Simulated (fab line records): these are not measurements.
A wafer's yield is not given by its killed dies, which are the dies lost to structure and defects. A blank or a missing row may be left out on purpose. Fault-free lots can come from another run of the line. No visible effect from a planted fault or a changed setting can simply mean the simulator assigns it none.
Lot-split experiment | flow n5Finfet | 7 lots, 39 wafers read, on a route of 1938 steps

== THE SPLIT ==
At N5_FIN_SAQP_ETCH_65 (etches SiO2 in CF4, target depth 4 nm, time 4.4 s), the setting timeS was moved away from the recipe's 4.4 s on 9 of the 39 wafers read, by -57.4% to +46.7%. For the rest of the wafers, this setting stayed at what the recipe calls for.

The reading is taken at the split's own step.

== THE READING ==
etch.depthNm (the simulator's own value, which no gauge read), in nm, at N5_FIN_SAQP_ETCH_65 (etches SiO2 in CF4, target depth 4 nm, time 4.4 s). There is no usual value for it anywhere in the file. Average 4.001 nm, standard deviation 0.059 nm, over the 30 wafers here run with the recipe.

wafer  | tool, chamber at the split | timeS as run, s | against the recipe | etch.depthNm, nm | against lot-mates on the recipe
L078.1 | rieSi-02, 0                | 4.4             | recipe             | 4.009            | -
L078.2 | rieSi-02, 3                | 4.4             | recipe             | 4.005            | -
L078.3 | rieSi-02, 1                | 4.4             | recipe             | 3.956            | -
L078.4 | rieSi-02, 2                | 4.4             | recipe             | 3.978            | -
L078.5 | rieSi-02, 0                | 4.4             | recipe             | 4.062            | -
L078.6 | rieSi-02, 1                | 4.4             | recipe             | 3.948            | -
L081.1 | rieSi-05, 2                | 4.4             | recipe             | 4.124            | -
L081.2 | rieSi-05, 0                | 2.451           | -44.3%             | 2.205            | -1.876
L081.3 | rieSi-05, 3                | 2.451           | -44.3%             | 2.169            | -1.912
L081.4 | rieSi-05, 1                | 4.4             | recipe             | 3.972            | -
L081.5 | rieSi-05, 2                | 4.4             | recipe             | 4.146            | -
L081.6 | rieSi-05, 1                | 2.451           | -44.3%             | 2.216            | -1.865
L082.1 | rieSi-02, 3                | 4.4             | recipe             | 4.041            | -
L082.2 | rieSi-02, 0                | 4.4             | recipe             | 4.036            | -
L082.3 | rieSi-02, 2                | 4.4             | recipe             | 4.001            | -
L082.4 | rieSi-02, 1                | 4.4             | recipe             | 3.961            | -
L082.5 | rieSi-02, 1                | 4.4             | recipe             | 3.955            | -
L082.6 | rieSi-02, 0                | 4.4             | recipe             | 4.065            | -
L086.2 | rieSi-02, 2                | 4.4             | recipe             | 3.985            | -
L086.3 | rieSi-02, 1                | 4.4             | recipe             | 3.933            | -
L086.4 | rieSi-02, 0                | 4.4             | recipe             | 4.029            | -
L092.1 | rieSi-04, 2                | 6.456           | +46.7%             | 6.003            | +1.990
L092.2 | rieSi-04, 3                | 6.456           | +46.7%             | 5.762            | +1.749
L092.3 | rieSi-04, 1                | 6.456           | +46.7%             | 5.816            | +1.803
L092.4 | rieSi-04, 0                | 4.4             | recipe             | 4.013            | -
L092.5 | rieSi-04, 2                | 4.4             | recipe             | 4.109            | -
L092.6 | rieSi-04, 3                | 4.4             | recipe             | 3.916            | -
L095.1 | rieSi-02, 2                | 4.4             | recipe             | 3.96             | -
L095.2 | rieSi-02, 3                | 4.4             | recipe             | 4.009            | -
L095.3 | rieSi-02, 1                | 4.4             | recipe             | 3.924            | -
L095.5 | rieSi-02, 1                | 4.4             | recipe             | 3.924            | -
L095.4 | rieSi-02, 0                | 4.4             | recipe             | 4.008            | -
L095.6 | rieSi-02, 2                | 4.4             | recipe             | 3.94             | -
L097.1 | rieSi-02, 0                | 4.4             | recipe             | 4.047            | -
L097.2 | rieSi-02, 3                | 4.4             | recipe             | 4.034            | -
L097.3 | rieSi-02, 2                | 1.874           | -57.4%             | 1.698            | -2.312
L097.4 | rieSi-02, 1                | 4.4             | recipe             | 3.95             | -
L097.5 | rieSi-02, 2                | 1.874           | -57.4%             | 1.683            | -2.327
L097.6 | rieSi-02, 3                | 1.874           | -57.4%             | 1.717            | -2.293

FIT RESULTS
A straight line over all 39 wafers: etch.depthNm changes by +0.0402 nm for each +1% of timeS; r = +1.00; the points scatter about the line by 0.062 nm.
The same after taking each lot's own level away (the mean of its wafers on the recipe; 39 wafers): +0.0406 nm for each +1%; r = +1.00; scatter 0.06 nm.
Per that fit: largest timeS move, reading shift of 2.3 nm.
Measured against the standard deviation above, the lots' own levels, which go from 3.9608 to 4.0807 nm, span 2.0 times it.
So the lot-to-lot level changes the slope little: the two slopes agree.
Check: with one of the wafers moved furthest among these (-57.4%) left out of the fit, the line predicts -2.34 nm for it against its lot-mates. It came out at -2.31 nm against them.

== FURTHER SPLITS ON THESE WAFERS ==
Before the reading, these wafers also passed through other splits. Each is held against what the fit with the lots' levels taken away leaves over:
other split on the same wafers     | wafers away from the commonest value | r with etch.depthNm (lot level and that fit taken away)
N5_ZERO_LAYER_ETCH_18 targetDepthA | 12                                   | -0.03

== FILE'S OWN FIT ==
etch.depthNm changes by +0.0407 nm for each +1% of timeS, r = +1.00.
